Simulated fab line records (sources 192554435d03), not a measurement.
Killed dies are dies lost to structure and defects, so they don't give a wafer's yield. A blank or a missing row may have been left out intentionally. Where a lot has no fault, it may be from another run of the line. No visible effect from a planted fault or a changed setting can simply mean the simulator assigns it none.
Which of the tools did it? :: flow n5Finfet :: Sampling: 24 lots, 72 wafers, 6 of 1938 route steps

## WHAT EACH GAUGE READ, for each wafer
N5_BEOL_M9_THK_MEAS_01. Usual: M9_ILD_THK gives 267 nm (standard deviation 4.5).
lot: L074
measured: day 9 12:11
on: filmMetro-02
M9_ILD_THK (nm): 267 261 269
flag: 

lot: L075
measured: day 9 20:30
on: filmMetro-01
M9_ILD_THK (nm): 265 268 271
flag: 

lot: L076
measured: day 10 12:19
on: filmMetro-02
M9_ILD_THK (nm): 265 261 269
flag: 

lot: L077
measured: day 10 20:08
on: filmMetro-02
M9_ILD_THK (nm): 266 269 273
flag: 

lot: L080
measured: day 10 23:45
on: filmMetro-01
M9_ILD_THK (nm): 263 262 262
flag: 

lot: L078
measured: day 11 03:34
on: filmMetro-02
M9_ILD_THK (nm): 267 269 272
flag: 

lot: L079
measured: day 11 04:50
on: filmMetro-02
M9_ILD_THK (nm): 266 273 277
flag: 

lot: L081
measured: day 11 12:32
on: filmMetro-01
M9_ILD_THK (nm): 264 266 270
flag: 

lot: L083
measured: day 11 16:44
on: filmMetro-01
M9_ILD_THK (nm): 268 265 269
flag: 

lot: L082
measured: day 11 18:25
on: filmMetro-01
M9_ILD_THK (nm): 266 265 272
flag: 

lot: L084
measured: day 12 05:05
on: filmMetro-01
M9_ILD_THK (nm): 268 267 271
flag: 

lot: L085
measured: day 12 06:28
on: filmMetro-02
M9_ILD_THK (nm): 266 274 275
flag: 

lot: L086
measured: day 12 22:44
on: filmMetro-02
M9_ILD_THK (nm): 268 267 273
flag: 

lot: L087
measured: day 13 01:16
on: filmMetro-01
M9_ILD_THK (nm): 258 263 267
flag: 

lot: L089
measured: day 13 05:51
on: filmMetro-01
M9_ILD_THK (nm): 257 267 267
flag: 

lot: L088
measured: day 13 08:10
on: filmMetro-01
M9_ILD_THK (nm): 269 277 275
flag: 

lot: L091
measured: day 13 10:31
on: filmMetro-01
M9_ILD_THK (nm): 271 272 268
flag: 

lot: L090
measured: day 13 15:49
on: filmMetro-02
M9_ILD_THK (nm): 258 257 258
flag: 

lot: L092
measured: day 14 00:37
on: filmMetro-01
M9_ILD_THK (nm): 265 267 267
flag: 

lot: L093
measured: day 14 11:57
on: filmMetro-01
M9_ILD_THK (nm): 269 268 275
flag: 

lot: L095
measured: day 14 22:34
on: filmMetro-01
M9_ILD_THK (nm): 268 270 275
flag: 

lot: L094
measured: day 15 19:11
on: filmMetro-01
M9_ILD_THK (nm): 258 264 272
flag: 

lot: L096
measured: day 15 21:02
on: filmMetro-02
M9_ILD_THK (nm): 263 265 269
flag: 

lot: L097
measured: day 15 22:31
on: filmMetro-01
M9_ILD_THK (nm): 259 271 266
flag: 

N5_BEOL_M9_OVL_MEAS_12. Usual: M9_OVL gives -0.2 nm (standard deviation 0.7).
lot: L074
measured: day 9 13:40
on: overlay-02
M9_OVL (nm): 0.8 0.5 -0.5
flag: 

lot: L075
measured: day 9 21:43
on: overlay-02
M9_OVL (nm): -0.7 -0.7 0.3
flag: 

lot: L076
measured: day 10 13:16
on: overlay-02
M9_OVL (nm): -0.1 -1.0 -0.4
flag: 

lot: L077
measured: day 10 21:26
on: overlay-01
M9_OVL (nm): -1.2 -1.0 -0.9
flag: 

lot: L080
measured: day 11 01:13
on: overlay-01
M9_OVL (nm): 0.4 0.3 -0.5
flag: 

lot: L078
measured: day 11 06:11
on: overlay-01
M9_OVL (nm): -0.1 -0.9 -0.3
flag: 

lot: L079
measured: day 11 06:46
on: overlay-02
M9_OVL (nm): -0.2 0.8 0.7
flag: 

lot: L081
measured: day 11 14:28
on: overlay-01
M9_OVL (nm): 0.4 0.5 0.1
flag: 

lot: L083
measured: day 11 17:52
on: overlay-01
M9_OVL (nm): 0.2 0.0 -0.2
flag: 

lot: L082
measured: day 11 22:19
on: overlay-01
M9_OVL (nm): 0.5 0.2 1.1
flag: 

lot: L084
measured: day 12 07:32
on: overlay-02
M9_OVL (nm): 0.0 -0.3 0.0
flag: 

lot: L085
measured: day 12 07:40
on: overlay-01
M9_OVL (nm): -0.3 -0.7 0.3
flag: 

lot: L086
measured: day 13 00:22
on: overlay-02
M9_OVL (nm): 0.1 0.2 0.8
flag: 

lot: L087
measured: day 13 03:38
on: overlay-02
M9_OVL (nm): -2.0 -1.0 -0.9
flag: 

lot: L089
measured: day 13 06:42
on: overlay-01
M9_OVL (nm): -0.7 -0.5 -0.7
flag: 

lot: L088
measured: day 13 10:27
on: overlay-01
M9_OVL (nm): -0.2 1.0 0.6
flag: 

lot: L091
measured: day 13 11:44
on: overlay-01
M9_OVL (nm): 0.2 1.0 0.6
flag: 

lot: L090
measured: day 13 17:07
on: overlay-01
M9_OVL (nm): -0.1 -1.2 -0.5
flag: 

lot: L092
measured: day 14 02:53
on: overlay-01
M9_OVL (nm): -1.3 -0.4 -0.6
flag: 

lot: L093
measured: day 14 12:59
on: overlay-02
M9_OVL (nm): 0.6 1.3 0.0
flag: 

lot: L095
measured: day 15 00:11
on: overlay-01
M9_OVL (nm): 0.5 -0.4 -0.4
flag: 

lot: L094
measured: day 15 19:49
on: overlay-01
M9_OVL (nm): 0.0 -0.8 -1.0
flag: 

lot: L096
measured: day 15 21:40
on: overlay-02
M9_OVL (nm): -0.7 -0.2 -0.4
flag: 

lot: L097
measured: day 16 00:04
on: overlay-02
M9_OVL (nm): -1.5 -2.1 -0.2
flag: 

N5_BEOL_M10_CD_MEAS_11: the cd target is 64.1 nm. Usual: 64.2 nm for cdNm, sd 0.68.
lot: L074
measured: day 9 20:06
on: cdSem-03
cdNm (nm): 64.5 64.0 64.2
flag: 

lot: L075
measured: day 10 06:28
on: cdSem-01
cdNm (nm): 64.6 64.1 64.1
flag: 

lot: L076
measured: day 10 21:23
on: cdSem-03
cdNm (nm): 64.2 63.6 63.6
flag: 

lot: L077
measured: day 11 03:57
on: cdSem-03
cdNm (nm): 63.4 63.1 63.8
flag: 

lot: L080
measured: day 11 09:07
on: cdSem-03
cdNm (nm): 63.4 64.0 63.6
flag: 

lot: L078
measured: day 11 13:56
on: cdSem-01
cdNm (nm): 65.1 64.6 64.3
flag: 

lot: L079
measured: day 11 14:28
on: cdSem-03
cdNm (nm): 65.4 65.8 65.4
flag: 

lot: L081
measured: day 11 22:29
on: cdSem-03
cdNm (nm): 63.5 64.2 63.7
flag: 

lot: L083
measured: day 12 02:02
on: cdSem-01
cdNm (nm): 64.1 64.9 65.1
flag: 

lot: L082
measured: day 12 07:34
on: cdSem-03
cdNm (nm): 64.4 65.5 63.9
flag: 

lot: L084
measured: day 12 15:32
on: cdSem-01
cdNm (nm): 63.8 63.4 63.4
flag: 

lot: L085
measured: day 12 15:57
on: cdSem-03
cdNm (nm): 63.8 64.1 64.6
flag: 

lot: L086
measured: day 13 06:56
on: cdSem-01
cdNm (nm): 63.9 64.1 64.9
flag: 

lot: L087
measured: day 13 10:58
on: cdSem-01
cdNm (nm): 65.5 65.2 65.4
flag: 

lot: L089
measured: day 13 14:42
on: cdSem-03
cdNm (nm): 63.6 63.6 62.7
flag: 

lot: L088
measured: day 13 16:53
on: cdSem-03
cdNm (nm): 65.2 64.6 65.6
flag: 

lot: L091
measured: day 13 18:34
on: cdSem-03
cdNm (nm): 64.6 63.8 64.4
flag: 

lot: L090
measured: day 14 02:35
on: cdSem-03
cdNm (nm): 63.6 64.9 65.0
flag: 

lot: L092
measured: day 14 12:45
on: cdSem-01
cdNm (nm): 63.9 63.5 63.6
flag: 

lot: L093
measured: day 14 20:26
on: cdSem-01
cdNm (nm): 64.4 65.2 64.6
flag: 

lot: L095
measured: day 15 15:38
on: cdSem-02
cdNm (nm): 64.0 63.9 63.8
flag: 

lot: L094
measured: day 16 06:50
on: cdSem-01
cdNm (nm): 64.9 64.2 64.8
flag: 

lot: L096
measured: day 16 06:24
on: cdSem-01
cdNm (nm): 64.9 64.4 65.3
flag: 

lot: L097
measured: day 16 10:43
on: cdSem-03
cdNm (nm): 64.1 63.6 63.1
flag: 

## TOOL THAT RAN EACH LOT (tool first, then ch and the chambers of the sampled wafers, then the start)
lot: L074
N5_BEOL_M9_HM_DEP_02: pvdSputter-03, day 9 13:16
N5_BEOL_M9_STRIP_80: rieDiel-03 ch 1,2,3, day 9 18:43 or earlier
N5_BEOL_M10_PECVD_70: pecvd-01 ch 0,1, day 9 18:43

lot: L075
N5_BEOL_M9_HM_DEP_02: pvdSputter-02, day 9 21:12
N5_BEOL_M9_STRIP_80: rieDiel-04 ch 0,2, day 10 04:52 or earlier
N5_BEOL_M10_PECVD_70: pecvd-03 ch 0,2, day 10 04:52

lot: L076
N5_BEOL_M9_HM_DEP_02: pvdSputter-03, day 10 12:44
N5_BEOL_M9_STRIP_80: rieDiel-03 ch 2,3, day 10 19:57 or earlier
N5_BEOL_M10_PECVD_70: pecvd-04 ch 1,2, day 10 19:57

lot: L077
N5_BEOL_M9_HM_DEP_02: pvdSputter-02, day 10 21:02
N5_BEOL_M9_STRIP_80: rieDiel-04 ch 1,2,3, day 11 03:23 or earlier
N5_BEOL_M10_PECVD_70: pecvd-03 ch 0,1,2, day 11 03:23

lot: L080
N5_BEOL_M9_HM_DEP_02: pvdSputter-03, day 11 00:42
N5_BEOL_M9_STRIP_80: rieDiel-03 ch 0,1,3, day 11 07:38 or earlier
N5_BEOL_M10_PECVD_70: pecvd-04 ch 0,1, day 11 07:38

lot: L078
N5_BEOL_M9_HM_DEP_02: pvdSputter-03, day 11 05:47
N5_BEOL_M9_STRIP_80: rieDiel-02 ch 1,2, day 11 11:37 or earlier
N5_BEOL_M10_PECVD_70: pecvd-03 ch 0,2, day 11 11:37

lot: L079
N5_BEOL_M9_HM_DEP_02: pvdSputter-03, day 11 06:13
N5_BEOL_M9_STRIP_80: rieDiel-02 ch 0,2,3, day 11 12:34 or earlier
N5_BEOL_M10_PECVD_70: pecvd-03 ch 0,2, day 11 12:34

lot: L081
N5_BEOL_M9_HM_DEP_02: pvdSputter-02, day 11 13:56
N5_BEOL_M9_STRIP_80: rieDiel-02 ch 0,1, day 11 19:41 or earlier
N5_BEOL_M10_PECVD_70: pecvd-01 ch 0,1,2, day 11 19:41

lot: L083
N5_BEOL_M9_HM_DEP_02: pvdSputter-02, day 11 17:20
N5_BEOL_M9_STRIP_80: rieDiel-04 ch 0,2,3, day 12 00:33 or earlier
N5_BEOL_M10_PECVD_70: pecvd-03 ch 0,2, day 12 00:33

lot: L082
N5_BEOL_M9_HM_DEP_02: pvdSputter-03, day 11 21:47
N5_BEOL_M9_STRIP_80: rieDiel-02 ch 0,3, day 12 04:56 or earlier
N5_BEOL_M10_PECVD_70: pecvd-04 ch 1,2, day 12 04:56

lot: L084
N5_BEOL_M9_HM_DEP_02: pvdSputter-03, day 12 07:07
N5_BEOL_M9_STRIP_80: rieDiel-02 ch 0,3, day 12 14:16 or earlier
N5_BEOL_M10_PECVD_70: pecvd-04 ch 0,1,2, day 12 14:16

lot: L085
N5_BEOL_M9_HM_DEP_02: pvdSputter-01, day 12 07:16
N5_BEOL_M9_STRIP_80: rieDiel-04 ch 2,3, day 12 14:27 or earlier
N5_BEOL_M10_PECVD_70: pecvd-03 ch 1,2, day 12 14:27

lot: L086
N5_BEOL_M9_HM_DEP_02: pvdSputter-03, day 12 23:58
N5_BEOL_M9_STRIP_80: rieDiel-04 ch 0,2,3, day 13 06:08 or earlier
N5_BEOL_M10_PECVD_70: pecvd-04 ch 0,1,2, day 13 06:08

lot: L087
N5_BEOL_M9_HM_DEP_02: pvdSputter-02, day 13 03:05
N5_BEOL_M9_STRIP_80: rieDiel-03 ch 2,3, day 13 09:10 or earlier
N5_BEOL_M10_PECVD_70: pecvd-04 ch 0,1, day 13 09:10

lot: L089
N5_BEOL_M9_HM_DEP_02: pvdSputter-02, day 13 06:18
N5_BEOL_M9_STRIP_80: rieDiel-04 ch 0,1,3, day 13 13:08 or earlier
N5_BEOL_M10_PECVD_70: pecvd-03 ch 0,2, day 13 13:08

lot: L088
N5_BEOL_M9_HM_DEP_02: pvdSputter-03, day 13 09:56
N5_BEOL_M9_STRIP_80: rieDiel-02 ch 0,1, day 13 15:27 or earlier
N5_BEOL_M10_PECVD_70: pecvd-04 ch 1,2, day 13 15:27

lot: L091
N5_BEOL_M9_HM_DEP_02: pvdSputter-03, day 13 11:13
N5_BEOL_M9_STRIP_80: rieDiel-02 ch 1,2,3, day 13 17:41 or earlier
N5_BEOL_M10_PECVD_70: pecvd-03 ch 0,1,2, day 13 17:41

lot: L090
N5_BEOL_M9_HM_DEP_02: pvdSputter-03, day 13 16:43
N5_BEOL_M9_STRIP_80: rieDiel-02 ch 2,3, day 13 23:59 or earlier
N5_BEOL_M10_PECVD_70: pecvd-01 ch 0,1,2, day 13 23:59

lot: L092
N5_BEOL_M9_HM_DEP_02: pvdSputter-02, day 14 02:20
N5_BEOL_M9_STRIP_80: rieDiel-02 ch 0,1,2, day 14 10:55 or earlier
N5_BEOL_M10_PECVD_70: pecvd-03 ch 0,1,2, day 14 10:55

lot: L093
N5_BEOL_M9_HM_DEP_02: pvdSputter-02, day 14 12:27
N5_BEOL_M9_STRIP_80: rieDiel-03 ch 0,1,2, day 14 18:37 or earlier
N5_BEOL_M10_PECVD_70: pecvd-01 ch 0,1, day 14 18:37

lot: L095
N5_BEOL_M9_HM_DEP_02: pvdSputter-01, day 14 23:47
N5_BEOL_M9_STRIP_80: rieDiel-02 ch 1,3, day 15 15:12 or earlier
N5_BEOL_M10_PECVD_70: pecvd-01 ch 0,1, day 15 15:12

lot: L094
N5_BEOL_M9_HM_DEP_02: pvdSputter-01, day 15 19:17
N5_BEOL_M9_STRIP_80: rieDiel-03 ch 1,2,3, day 16 02:52 or earlier
N5_BEOL_M10_PECVD_70: pecvd-03 ch 0,1, day 16 02:52

lot: L096
N5_BEOL_M9_HM_DEP_02: pvdSputter-03, day 15 21:16
N5_BEOL_M9_STRIP_80: rieDiel-04 ch 1,2,3, day 16 02:37 or earlier
N5_BEOL_M10_PECVD_70: pecvd-04 ch 1,2, day 16 02:37

lot: L097
N5_BEOL_M9_HM_DEP_02: pvdSputter-03, day 15 23:32
N5_BEOL_M9_STRIP_80: rieDiel-03 ch 0,2,3, day 16 07:56 or earlier
N5_BEOL_M10_PECVD_70: pecvd-04 ch 1,2, day 16 07:56
- N5_BEOL_M9_HM_DEP_02: deposits TiN, target thk 20 nm.
- N5_BEOL_M9_STRIP_80: strips in N2/H2, time 10 s.
- N5_BEOL_M10_PECVD_70: deposits SiO2 from TEOS/O2, target thk 20 nm, time 22.7 s.

## WHAT THE TOOLS THEMSELVES READ (means of the sampled wafers that have a number; where no wafer has one, the mark that the record gives instead)
N5_BEOL_M9_HM_DEP_02. Usual: 29.9 % for throttleValvePct, sd 1.6.
lot: L074
tool: pvdSputter-03
throttleValvePct (%): 29.4
flag: 

lot: L075
tool: pvdSputter-02
throttleValvePct (%): 30.1
flag: 

lot: L076
tool: pvdSputter-03
throttleValvePct (%): 29.5
flag: 

lot: L077
tool: pvdSputter-02
throttleValvePct (%): 30.7
flag: 

lot: L080
tool: pvdSputter-03
throttleValvePct (%): 30.2
flag: 

lot: L078
tool: pvdSputter-03
throttleValvePct (%): 30.1
flag: 

lot: L079
tool: pvdSputter-03
throttleValvePct (%): 30.2
flag: 

lot: L081
tool: pvdSputter-02
throttleValvePct (%): 30.2
flag: 

lot: L083
tool: pvdSputter-02
throttleValvePct (%): 28.9
flag: 

lot: L082
tool: pvdSputter-03
throttleValvePct (%): 31.3
flag: 

lot: L084
tool: pvdSputter-03
throttleValvePct (%): 30.2
flag: 

lot: L085
tool: pvdSputter-01
throttleValvePct (%): 30.3
flag: 

lot: L086
tool: pvdSputter-03
throttleValvePct (%): 29.4
flag: 

lot: L087
tool: pvdSputter-02
throttleValvePct (%): 31.4
flag: 

lot: L089
tool: pvdSputter-02
throttleValvePct (%): 29.4
flag: 

lot: L088
tool: pvdSputter-03
throttleValvePct (%): 30.2
flag: 

lot: L091
tool: pvdSputter-03
throttleValvePct (%): 29.3
flag: 

lot: L090
tool: pvdSputter-03
throttleValvePct (%): 29.4
flag: 

lot: L092
tool: pvdSputter-02
throttleValvePct (%): 30.6
flag: 

lot: L093
tool: pvdSputter-02
throttleValvePct (%): 30.2
flag: 

lot: L095
tool: pvdSputter-01
throttleValvePct (%): 29.8
flag: 

lot: L094
tool: pvdSputter-01
throttleValvePct (%): 29.8
flag: 

lot: L096
tool: pvdSputter-03
throttleValvePct (%): 29.4
flag: 

lot: L097
tool: pvdSputter-03
throttleValvePct (%): 31.2
flag: 

N5_BEOL_M9_STRIP_80. Usual: drypumpMotorCurrentA 5.8 A, standard deviation 0.52; oesProductAu 0.78 a.u., standard deviation 0.08; rfVppV 59.4 V, standard deviation 0.8; showerheadPlenumPTorr 2.58 Torr, standard deviation 0.08; throttleValvePct 23.59 %, standard deviation 0.25.
lot: L074
tool: rieDiel-03
drypumpMotorCurrentA (A): 5.5
oesProductAu (a.u.): 0.79
rfVppV (V): 59.1
showerheadPlenumPTorr (Torr): 2.55
throttleValvePct (%): 23.56
flag: 

lot: L075
tool: rieDiel-04
drypumpMotorCurrentA (A): 5.7
oesProductAu (a.u.): 0.71
rfVppV (V): 59.5
showerheadPlenumPTorr (Torr): 2.54
throttleValvePct (%): 23.76
flag: 

lot: L076
tool: rieDiel-03
drypumpMotorCurrentA (A): 5.4
oesProductAu (a.u.): 0.84
rfVppV (V): 59.8
showerheadPlenumPTorr (Torr): 2.64
throttleValvePct (%): 23.50
flag: 

lot: L077
tool: rieDiel-04
drypumpMotorCurrentA (A): 5.9
oesProductAu (a.u.): 0.81
rfVppV (V): 59.6
showerheadPlenumPTorr (Torr): 2.62
throttleValvePct (%): 23.38
flag: 

lot: L080
tool: rieDiel-03
drypumpMotorCurrentA (A): 5.9
oesProductAu (a.u.): 0.77
rfVppV (V): 58.8
showerheadPlenumPTorr (Torr): 2.54
throttleValvePct (%): 23.62
flag: 

lot: L078
tool: rieDiel-02
drypumpMotorCurrentA (A): 5.8
oesProductAu (a.u.): 0.84
rfVppV (V): 59.9
showerheadPlenumPTorr (Torr): 2.58
throttleValvePct (%): 23.40
flag: 

lot: L079
tool: rieDiel-02
drypumpMotorCurrentA (A): 6.1
oesProductAu (a.u.): 0.81
rfVppV (V): 59.8
showerheadPlenumPTorr (Torr): 2.60
throttleValvePct (%): 23.73
flag: 

lot: L081
tool: rieDiel-02
drypumpMotorCurrentA (A): 5.2
oesProductAu (a.u.): 0.73
rfVppV (V): 60.0
showerheadPlenumPTorr (Torr): 2.52
throttleValvePct (%): 23.84
flag: 

lot: L083
tool: rieDiel-04
drypumpMotorCurrentA (A): 5.7
oesProductAu (a.u.): 0.78
rfVppV (V): 59.0
showerheadPlenumPTorr (Torr): 2.57
throttleValvePct (%): 23.56
flag: 

lot: L082
tool: rieDiel-02
drypumpMotorCurrentA (A): 5.6
oesProductAu (a.u.): 0.75
rfVppV (V): 59.4
showerheadPlenumPTorr (Torr): 2.57
throttleValvePct (%): 23.91
flag: 

lot: L084
tool: rieDiel-02
drypumpMotorCurrentA (A): 5.6
oesProductAu (a.u.): 0.74
rfVppV (V): 59.1
showerheadPlenumPTorr (Torr): 2.57
throttleValvePct (%): 23.90
flag: 

lot: L085
tool: rieDiel-04
drypumpMotorCurrentA (A): 5.7
oesProductAu (a.u.): 0.79
rfVppV (V): 59.5
showerheadPlenumPTorr (Torr): 2.61
throttleValvePct (%): 23.57
flag: 

lot: L086
tool: rieDiel-04
drypumpMotorCurrentA (A): 5.7
oesProductAu (a.u.): 0.78
rfVppV (V): 60.0
showerheadPlenumPTorr (Torr): 2.57
throttleValvePct (%): 23.59
flag: 

lot: L087
tool: rieDiel-03
drypumpMotorCurrentA (A): 5.4
oesProductAu (a.u.): 0.81
rfVppV (V): 58.7
showerheadPlenumPTorr (Torr): 2.63
throttleValvePct (%): 23.52
flag: 

lot: L089
tool: rieDiel-04
drypumpMotorCurrentA (A): 5.9
oesProductAu (a.u.): 0.78
rfVppV (V): 59.3
showerheadPlenumPTorr (Torr): 2.57
throttleValvePct (%): 23.42
flag: 

lot: L088
tool: rieDiel-02
drypumpMotorCurrentA (A): 5.3
oesProductAu (a.u.): 0.76
rfVppV (V): 58.7
showerheadPlenumPTorr (Torr): 2.54
throttleValvePct (%): 23.59
flag: 

lot: L091
tool: rieDiel-02
drypumpMotorCurrentA (A): 6.2
oesProductAu (a.u.): 0.83
rfVppV (V): 60.2
showerheadPlenumPTorr (Torr): 2.61
throttleValvePct (%): 23.49
flag: 

lot: L090
tool: rieDiel-02
drypumpMotorCurrentA (A): 6.6
oesProductAu (a.u.): 0.85
rfVppV (V): 59.0
showerheadPlenumPTorr (Torr): 2.66
throttleValvePct (%): 23.56
flag: 

lot: L092
tool: rieDiel-02
drypumpMotorCurrentA (A): 5.7
oesProductAu (a.u.): 0.77
rfVppV (V): 59.1
showerheadPlenumPTorr (Torr): 2.55
throttleValvePct (%): 23.70
flag: 

lot: L093
tool: rieDiel-03
drypumpMotorCurrentA (A): 5.7
oesProductAu (a.u.): 0.73
rfVppV (V): 58.8
showerheadPlenumPTorr (Torr): 2.48
throttleValvePct (%): 23.68
flag: 

lot: L095
tool: rieDiel-02
drypumpMotorCurrentA (A): 6.2
oesProductAu (a.u.): 0.82
rfVppV (V): 59.3
showerheadPlenumPTorr (Torr): 2.64
throttleValvePct (%): 23.48
flag: 

lot: L094
tool: rieDiel-03
drypumpMotorCurrentA (A): 5.6
oesProductAu (a.u.): 0.76
rfVppV (V): 59.2
showerheadPlenumPTorr (Torr): 2.53
throttleValvePct (%): 23.61
flag: 

lot: L096
tool: rieDiel-04
drypumpMotorCurrentA (A): 5.9
oesProductAu (a.u.): 0.77
rfVppV (V): 60.2
showerheadPlenumPTorr (Torr): 2.61
throttleValvePct (%): 23.42
flag: 

lot: L097
tool: rieDiel-03
drypumpMotorCurrentA (A): 5.5
oesProductAu (a.u.): 0.76
rfVppV (V): 58.8
showerheadPlenumPTorr (Torr): 2.57
throttleValvePct (%): 23.63
flag: 

N5_BEOL_M10_PECVD_70. Usual: heaterPowerOuterW 418 W, standard deviation 76; heaterPowerW 743 W, standard deviation 120; showerheadPlenumPTorr 8.76 Torr, standard deviation 0.064; throttleValvePct 22.5 %, standard deviation 0.93.
lot: L074
tool: pecvd-01
heaterPowerOuterW (W): 375
heaterPowerW (W): 666
showerheadPlenumPTorr (Torr): 8.74
throttleValvePct (%): 23.0
flag: 

lot: L075
tool: pecvd-03
heaterPowerOuterW (W): 372
heaterPowerW (W): 656
showerheadPlenumPTorr (Torr): 8.79
throttleValvePct (%): 22.6
flag: 

lot: L076
tool: pecvd-04
heaterPowerOuterW (W): 467
heaterPowerW (W): 830
showerheadPlenumPTorr (Torr): 8.69
throttleValvePct (%): 22.6
flag: 

lot: L077
tool: pecvd-03
heaterPowerOuterW (W): 391
heaterPowerW (W): 696
showerheadPlenumPTorr (Torr): 8.80
throttleValvePct (%): 22.4
flag: 

lot: L080
tool: pecvd-04
heaterPowerOuterW (W): 478
heaterPowerW (W): 833
showerheadPlenumPTorr (Torr): 8.75
throttleValvePct (%): 22.4
flag: 

lot: L078
tool: pecvd-03
heaterPowerOuterW (W): 373
heaterPowerW (W): 670
showerheadPlenumPTorr (Torr): 8.83
throttleValvePct (%): 21.6
flag: 

lot: L079
tool: pecvd-03
heaterPowerOuterW (W): 368
heaterPowerW (W): 653
showerheadPlenumPTorr (Torr): 8.77
throttleValvePct (%): 22.7
flag: 

lot: L081
tool: pecvd-01
heaterPowerOuterW (W): 403
heaterPowerW (W): 688
showerheadPlenumPTorr (Torr): 8.76
throttleValvePct (%): 22.4
flag: 

lot: L083
tool: pecvd-03
heaterPowerOuterW (W): 357
heaterPowerW (W): 632
showerheadPlenumPTorr (Torr): 8.79
throttleValvePct (%): 22.8
flag: 

lot: L082
tool: pecvd-04
heaterPowerOuterW (W): 426
heaterPowerW (W): 780
showerheadPlenumPTorr (Torr): 8.69
throttleValvePct (%): 22.6
flag: 

lot: L084
tool: pecvd-04
heaterPowerOuterW (W): 480
heaterPowerW (W): 856
showerheadPlenumPTorr (Torr): 8.72
throttleValvePct (%): 22.7
flag: 

lot: L085
tool: pecvd-03
heaterPowerOuterW (W): 442
heaterPowerW (W): 786
showerheadPlenumPTorr (Torr): 8.85
throttleValvePct (%): 21.4
flag: 

lot: L086
tool: pecvd-04
heaterPowerOuterW (W): 428
heaterPowerW (W): 785
showerheadPlenumPTorr (Torr): 8.72
throttleValvePct (%): 22.6
flag: 

lot: L087
tool: pecvd-04
heaterPowerOuterW (W): 475
heaterPowerW (W): 832
showerheadPlenumPTorr (Torr): 8.75
throttleValvePct (%): 22.7
flag: 

lot: L089
tool: pecvd-03
heaterPowerOuterW (W): 437
heaterPowerW (W): 747
showerheadPlenumPTorr (Torr): 8.83
throttleValvePct (%): 21.8
flag: 

lot: L088
tool: pecvd-04
heaterPowerOuterW (W): 446
heaterPowerW (W): 786
showerheadPlenumPTorr (Torr): 8.70
throttleValvePct (%): 22.1
flag: 

lot: L091
tool: pecvd-03
heaterPowerOuterW (W): 390
heaterPowerW (W): 693
showerheadPlenumPTorr (Torr): 8.81
throttleValvePct (%): 22.3
flag: 

lot: L090
tool: pecvd-01
heaterPowerOuterW (W): 429
heaterPowerW (W): 740
showerheadPlenumPTorr (Torr): 8.75
throttleValvePct (%): 22.3
flag: 

lot: L092
tool: pecvd-03
heaterPowerOuterW (W): 412
heaterPowerW (W): 733
showerheadPlenumPTorr (Torr): 8.81
throttleValvePct (%): 22.3
flag: 

lot: L093
tool: pecvd-01
heaterPowerOuterW (W): 383
heaterPowerW (W): 686
showerheadPlenumPTorr (Torr): 8.74
throttleValvePct (%): 22.9
flag: 

lot: L095
tool: pecvd-01
heaterPowerOuterW (W): 357
heaterPowerW (W): 644
showerheadPlenumPTorr (Torr): 8.73
throttleValvePct (%): 22.9
flag: 

lot: L094
tool: pecvd-03
heaterPowerOuterW (W): 319
heaterPowerW (W): 589
showerheadPlenumPTorr (Torr): 8.76
throttleValvePct (%): 23.2
flag: 

lot: L096
tool: pecvd-04
heaterPowerOuterW (W): 494
heaterPowerW (W): 876
showerheadPlenumPTorr (Torr): 8.68
throttleValvePct (%): 23.2
flag: 

lot: L097
tool: pecvd-04
heaterPowerOuterW (W): 438
heaterPowerW (W): 797
showerheadPlenumPTorr (Torr): 8.68
throttleValvePct (%): 22.9
flag: 

## THE ANSWER, worked out from the rows above alone
Rule: lot off if the mean of its wafers having a number is beyond 3 standard deviations from the usual mean. Also off: a lot with no number at a reading for which 4 or more lots have one. Any other lot the step has rows for is counted as sound. First the gauges in route order, then the tools' own readings, where a lot's mean is used as printed above. At the first step where some lot is off, the reading lying furthest off is the one used; lots without a number count as furthest.
No lot is off on any of the readings shown, so nothing can be concluded from this.

## WHAT HAD BEEN PUT IN BY THE SIMULATOR
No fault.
